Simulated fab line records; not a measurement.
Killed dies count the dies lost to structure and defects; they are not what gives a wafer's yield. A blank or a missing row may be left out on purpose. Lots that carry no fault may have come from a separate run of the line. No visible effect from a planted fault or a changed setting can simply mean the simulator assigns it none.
fab line records	flow nand-harc
record: lots: 12	wafers: 36	last-day: 33
route steps=1302 shown A_STAIRCASE@678
lots that met no fault: taken from a fault-free run of the same line
start-h: hours from the record's first day to the start of the lot's first wafer shown	wait-h: hours since the lot's step before	" repeats the value in the row above	L1.1+2: a single row standing in for several wafers	- no value, or no start given	* or withheld: withheld	< > ~ a bound
route shown NAME@n: names a module that has steps shown in the file, with the first one's number in the route	usual: mean/standard deviation of fault-free wafers	same: alike in all rows	chamber/n: place in a boat	sites: readings site by site	_std_site: how widely they spread, as a standard deviation	_edge_site: mean of outer sites minus mean of inner sites	radius-mm: for every site, how far away it sits from the centre of the wafer	mask NAME#n: copy n	behind: tool/chamber where the wafer was last shaped	hold: why the lot went on hold/how many hours it stayed there/how the hold came to an end	device: names the non-switching transistor (n, p or np)	end of line: the same wafers' tests at the end of the route	a step given without rows: its recipe and nothing more	killed: not the wafer's yield, but the dies lost to structure and defects at the first sort	map: dies across one wafer; x = killed, . = not, _ = none there
set.NAME: the setting the step ran with; set.NAME@STEP: the setting that earlier step ran with	model.NAME: the simulator's own value behind a step, which no gauge read
route steps across a sampled set of lots; one table per step, one row per wafer
services: from which hour (start-h, from the record's first day; less than 0 if before it) a tool's chamber was out of use, for how many hours, and why
== steps ==
step: NHARC_A_STAIRCASE_ETCH_21
recipe: target-depth-a: 1000	time-s: 40.5	ion-energy-ev: 400	c4f8-flow-sccm: 20	o2-flow-sccm: 10	ar-flow-sccm: withheld	rf-w: 600	bias-w: 1000	chemistry: C4F8/O2
usual: oes-product-au: 0.951/0.017	rf-fwd-power-W: 591.4/2.9	rf-vpp-V: 897/4.6	run-length-s: 61.7/0.4
lot.wafer	tool	chamber	start-h	wait-h	oes-product-au	rf-fwd-power-W	rf-hours-counter-h	rf-vpp-V	run-length-s
L252.2	rie-diel-04	0	-	-	0.942	593.2	56	901	61.5
L252.4	"	2	"	"	0.923	589.8	58	898	61.1
L252.6	"	1	"	"	0.923	591.0	-	902	61.7
L253.4	rie-diel-13	0	-	-	0.934	594.1	-	897	61.6
L253.5	"	1	"	"	0.932	590.0	-	904	61.8
L253.6	"	2	"	"	0.951	587.9	-	889	61.4
L261.1	rie-diel-02	1	-	-	0.950	600.9	17	889	62.1
L261.5	"	2	"	"	0.956	589.2	-	903	61.5
L261.6	"	3	"	"	0.967	595.0	-	894	62.6
L262.2	rie-diel-13	1	-	-	0.963	591.8	39	904	61.8
L262.3	"	2	"	"	0.975	590.4	37	889	61.3
L262.6	"	0	"	"	0.964	590.5	-	896	61.7
L263.1	rie-diel-13	1	-	-	0.937	591.5	42	902	61.8
L263.3	"	2	"	"	0.949	586.9	39	890	61.1
L263.5	"	1	"	"	0.933	593.1	-	905	62.0
L265.3	rie-diel-04	2	-	-	0.967	588.5	34	896	61.0
L265.4	"	0	"	"	0.999	591.4	51	898	61.4
L265.1	"	1	"	"	0.971	593.2	54	899	61.9
L268.1	rie-diel-02	3	-	-	0.956	595.2	34	896	62.4
L268.4	"	2	"	"	0.944	592.0	28	903	61.6
L268.5	"	0	"	"	0.960	589.9	-	902	62.2
L267.2	rie-diel-04	0	-	-	0.950	593.9	60	898	61.8
L267.3	"	1	"	"	0.936	589.5	63	899	61.7
L267.6	"	0	"	"	0.956	593.1	-	898	61.8
L271.2	rie-diel-13	3	-	-	0.924	595.7	10	894	62.0
L271.3	"	1	"	"	0.965	590.9	9	902	61.6
L271.5	"	3	"	"	0.930	596.2	-	894	61.7
L272.3	rie-diel-13	1	-	-	0.943	592.0	13	903	61.6
L272.4	"	3	"	"	0.938	592.2	17	894	62.0
L272.5	"	2	"	"	0.954	586.6	-	889	61.0
L273.3	rie-diel-04	3	-	-	0.942	590.3	13	899	61.6
L273.2	"	1	"	"	0.961	588.1	16	897	61.9
L273.5	"	3	"	"	0.934	590.0	-	900	61.6
L274.3	rie-diel-13	0	-	-	0.957	587.8	17	894	61.6
L274.2	"	1	"	"	0.958	589.3	15	904	61.7
L274.5	"	2	"	"	0.942	584.8	-	889	61.0
step: NHARC_A_STAIRCASE_ETCH_27
recipe: target-depth-a: 1000	time-s: 40.5	ion-energy-ev: 400	c4f8-flow-sccm: 20	o2-flow-sccm: 10	ar-flow-sccm: withheld	rf-w: 600	bias-w: 1000	chemistry: C4F8/O2
usual: oes-product-au: 0.946/0.015	rf-fwd-power-W: 591.4/2.8	rf-vpp-V: 897/4.8	run-length-s: 61.7/0.41
lot.wafer	tool	chamber	start-h	wait-h	oes-product-au	rf-fwd-power-W	rf-hours-counter-h	rf-vpp-V	run-length-s
L252.4	rie-diel-04	1	-	-	0.937	592.6	55	901	61.7
L252.2	"	2	"	"	0.941	586.8	59	898	60.8
L252.6	"	2	"	"	0.943	587.6	-	897	60.8
L253.6	rie-diel-13	2	-	-	0.951	587.5	-	891	61.3
L253.4	"	0	"	"	0.954	587.5	-	896	61.6
L253.5	"	1	"	"	0.946	590.5	-	904	61.6
L261.1	rie-diel-02	2	-	-	0.932	589.4	7	903	61.6
L261.6	"	1	"	"	0.935	599.2	-	890	61.7
L261.5	"	2	"	"	0.928	591.0	-	904	61.6
L262.2	rie-diel-13	1	-	-	0.941	591.5	39	905	62.0
L262.3	"	3	"	"	0.938	592.3	36	896	62.2
L262.6	"	2	"	"	0.958	587.9	-	891	61.1
L263.1	rie-diel-13	1	-	-	0.926	594.6	42	903	61.6
L263.3	"	3	"	"	0.948	590.9	39	895	61.9
L263.5	"	2	"	"	0.952	588.3	-	890	61.3
L265.1	rie-diel-04	3	-	-	0.962	593.7	47	901	62.2
L265.4	"	0	"	"	0.973	592.1	51	898	61.4
L265.3	"	1	"	"	0.929	592.9	54	899	61.8
L268.4	rie-diel-02	3	-	-	0.984	593.9	35	894	62.4
L268.1	"	0	"	"	0.942	585.5	34	906	61.5
L268.5	"	2	"	"	0.950	593.8	-	901	62.0
L267.3	rie-diel-04	3	-	-	0.962	591.5	55	899	61.9
L267.2	"	1	"	"	0.945	592.6	64	899	61.7
L267.6	"	3	"	"	0.945	590.7	-	901	61.9
L271.2	rie-diel-13	3	-	-	0.925	590.3	10	894	61.9
L271.3	"	0	"	"	0.944	591.6	10	895	61.8
L271.5	"	3	"	"	0.912	591.3	-	895	62.2
L273.3	rie-diel-04	3	-	-	0.932	594.8	14	899	62.1
L273.2	"	1	"	"	0.973	594.7	16	898	61.6
L273.5	"	3	"	"	0.940	592.9	-	900	62.0
L272.4	rie-diel-13	2	-	-	0.922	588.0	16	889	61.2
L272.3	"	0	"	"	0.925	592.2	16	894	62.0
L272.5	"	2	"	"	0.929	585.7	-	890	61.4
L274.3	rie-diel-13	0	-	-	0.941	592.5	18	895	62.4
L274.2	"	3	"	"	0.920	590.6	20	894	61.9
L274.5	"	1	"	"	0.951	590.0	-	904	61.6
step: NHARC_A_STAIRCASE_STRIP_175
recipe: power-w: 1500	temp-c: 250	chemistry: O2
usual: drypump-motor-current-A: 5.9/0.49	heater-power-w: 321/37
lot.wafer	tool	chamber	start-h	wait-h	drypump-motor-current-A	heater-power-w	rf-hours-counter-h
L252.2	plasma-asher-01	1	352.93	0.1	6.5	317	1
L252.4	"	1	"	"	6.5	311	-
L252.6	"	0	"	"	5.6	283	-
L253.4	plasma-asher-01	1	371.27	0.2	6.5	318	-
L253.6	"	1	"	"	6.5	314	-
L253.5	"	0	"	"	5.6	282	-
L261.1	plasma-asher-02	0	465.36	0.1	6.1	370	7
L261.6	"	1	"	"	5.2	344	-
L261.5	"	0	"	"	6.1	367	-
L262.2	plasma-asher-01	1	469.80	0.1	6.5	325	26
L262.3	"	1	"	"	6.5	314	-
L262.6	"	0	"	"	5.6	278	-
L263.1	plasma-asher-01	0	476.02	0.1	5.6	282	27
L263.3	"	0	"	"	5.6	280	-
L263.5	"	1	"	"	6.5	318	-
L265.1	plasma-asher-01	1	500.96	0.1	6.5	309	33
L265.4	"	0	"	"	5.6	277	-
L265.3	"	1	"	"	6.5	327	-
L268.1	plasma-asher-02	0	520.80	0.1	6.1	373	17
L268.4	"	1	"	"	5.2	344	-
L268.5	"	1	"	"	5.2	356	-
L267.2	plasma-asher-02	1	525.11	0.4	5.2	344	19
L267.3	"	1	"	"	5.2	344	-
L267.6	"	0	"	"	6.1	367	-
L271.2	plasma-asher-01	1	559.10	0.1	6.5	321	6
L271.3	"	0	"	"	5.6	267	-
L271.5	"	0	"	"	5.6	258	-
L273.2	plasma-asher-01	0	576.74	0.4	5.6	266	11
L273.3	"	0	"	"	5.6	264	-
L273.5	"	1	"	"	6.5	315	-
L272.4	plasma-asher-01	0	577.96	0.5	5.6	257	-
L272.3	"	1	"	"	6.5	329	-
L272.5	"	0	"	"	5.6	256	-
L274.2	plasma-asher-01	1	580.08	0.1	6.5	313	13
L274.3	"	1	"	"	6.5	318	-
L274.5	"	1	"	"	6.5	314	-
step: NHARC_A_STAIRCASE_ETCH_192
recipe: target-depth-a: 1000	time-s: 40.5	ion-energy-ev: 400	c4f8-flow-sccm: 20	o2-flow-sccm: 10	ar-flow-sccm: withheld	rf-w: 600	bias-w: 1000	chemistry: C4F8/O2
usual: oes-product-au: 0.945/0.015	rf-fwd-power-W: 591.0/2.9	rf-vpp-V: 897/4.9	run-length-s: 61.7/0.38
lot.wafer	tool	chamber	start-h	wait-h	oes-product-au	rf-fwd-power-W	rf-hours-counter-h	rf-vpp-V	run-length-s
L252.2	rie-diel-13	2	355.23	-	0.948	587.4	1	890	61.1
L252.4	"	3	"	"	0.917	593.8	1	895	61.7
L252.6	"	2	"	"	0.943	587.9	-	891	61.4
L253.4	rie-diel-13	0	373.53	-	0.933	591.0	-	897	61.9
L253.5	"	1	"	"	0.933	587.8	-	904	61.8
L253.6	"	2	"	"	0.948	588.4	-	891	61.3
L261.1	rie-diel-13	2	467.56	-	0.940	585.2	37	891	61.3
L261.6	"	3	"	"	0.945	592.0	-	895	61.8
L261.5	"	0	"	"	0.937	593.1	-	896	67.2
L262.2	rie-diel-13	0	472.83	-	0.933	593.0	38	897	67.8
L262.3	"	2	"	"	0.927	587.6	38	890	61.3
L262.6	"	0	"	"	0.926	594.1	-	895	61.8
L263.3	rie-diel-04	0	478.27	-	0.966	592.2	44	897	61.7
L263.1	"	1	"	"	0.939	590.7	48	899	61.8
L263.5	"	1	"	"	0.939	593.0	-	899	62.1
L265.4	rie-diel-04	0	503.15	-	0.962	594.3	52	899	62.2
L265.3	"	1	"	"	0.938	589.9	55	900	61.9
L265.1	"	2	"	"	0.950	588.8	35	897	60.8
L268.1	rie-diel-04	0	523.03	-	0.963	596.0	60	900	61.5
L268.4	"	2	"	"	0.942	588.2	41	897	60.9
L268.5	"	3	"	"	0.948	592.8	-	900	61.8
L267.2	rie-diel-04	3	530.68	-	0.967	598.0	56	899	61.7
L267.3	"	2	"	"	0.959	585.4	44	895	60.8
L267.6	"	0	"	"	0.963	592.7	-	899	61.5
L271.3	rie-diel-04	0	561.33	-	0.981	591.9	8	898	61.9
L271.2	"	2	"	"	0.963	588.3	9	897	61.1
L271.5	"	0	"	"	0.984	593.5	-	899	61.5
L273.2	rie-diel-13	2	579.00	-	0.943	588.5	17	888	61.3
L273.3	"	3	"	"	0.924	591.5	19	894	61.7
L273.5	"	2	"	"	0.938	588.2	-	889	61.0
L272.4	rie-diel-13	2	580.17	-	0.942	585.9	18	888	61.4
L272.3	"	1	"	"	0.939	590.1	16	903	61.7
L272.5	"	2	"	"	0.944	588.2	-	888	61.7
L274.2	rie-diel-13	3	582.89	-	0.927	592.3	21	894	61.8
L274.3	"	0	"	"	0.948	591.7	19	895	61.6
L274.5	"	0	"	"	0.957	592.0	-	895	61.6
== services ==
tool	chamber	start-h	hours	kind
plasma-asher-01	-	342.11	9.0	pm
rie-diel-13	-	342.12	9.0	pm
rie-diel-13	0	342.12	9.0	vent-cycle
rie-diel-13	1	342.12	9.0	vent-cycle
rie-diel-13	2	342.12	9.0	vent-cycle
rie-diel-13	3	342.12	9.0	vent-cycle
rie-diel-13	0	351.12	-	clean
rie-diel-04	-	355.03	9.0	pm
rie-diel-13	3	367.40	20.9	repair
rie-diel-04	2	368.63	3.7	repair
rie-diel-13	2	377.01	6.5	repair
rie-diel-04	3	385.98	1.7	repair
rie-diel-02	2	395.21	33.8	repair
rie-diel-02	-	396.42	9.0	pm
rie-diel-02	3	405.54	8.1	repair
rie-diel-13	2	418.27	18.2	repair
plasma-asher-02	-	426.07	9.0	pm
rie-diel-04	2	440.61	33.2	repair
plasma-asher-01	-	519.11	9.0	pm
rie-diel-13	-	519.17	9.0	pm
rie-diel-04	-	532.03	9.0	pm
rie-diel-13	2	547.64	2.1	repair
plasma-asher-02	-	573.11	7.3	repair
rie-diel-02	-	573.48	9.0	pm
== key ==
first-sign: step: NHARC_A_STAIRCASE_ETCH_192	reading: run-length-s	direction: up	sigmas: 15	usual: *	struck: *
effect none on later readings
met-at NHARC_A_STAIRCASE_ETCH_192
struck-lots L261,L262
struck-wafers L261.5,L262.2
tester-left-out L261,L262
not-acting-at NHARC_A_STAIRCASE_ETCH_21,NHARC_A_STAIRCASE_ETCH_27,NHARC_A_STAIRCASE_STRIP_175
onset-between 373.53 467.56
fault: kind: process-parameter-drift	tool: rie-diel-13	chamber: -	onset-h: 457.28	steps: NHARC_A_STAIRCASE_ETCH_192	channel: time-s	offset: *	shape: step	end-h: 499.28	scope: struck-wafers-only	acts-in: *	stated: *
tester-left-out: of these lots the tester's yield and bins aren't shown, on N5 and GAA mostly nor the transistor test; their killed dies are dies lost to structure and defects alone, not to doping, threshold or leakage, so they don't give the yield
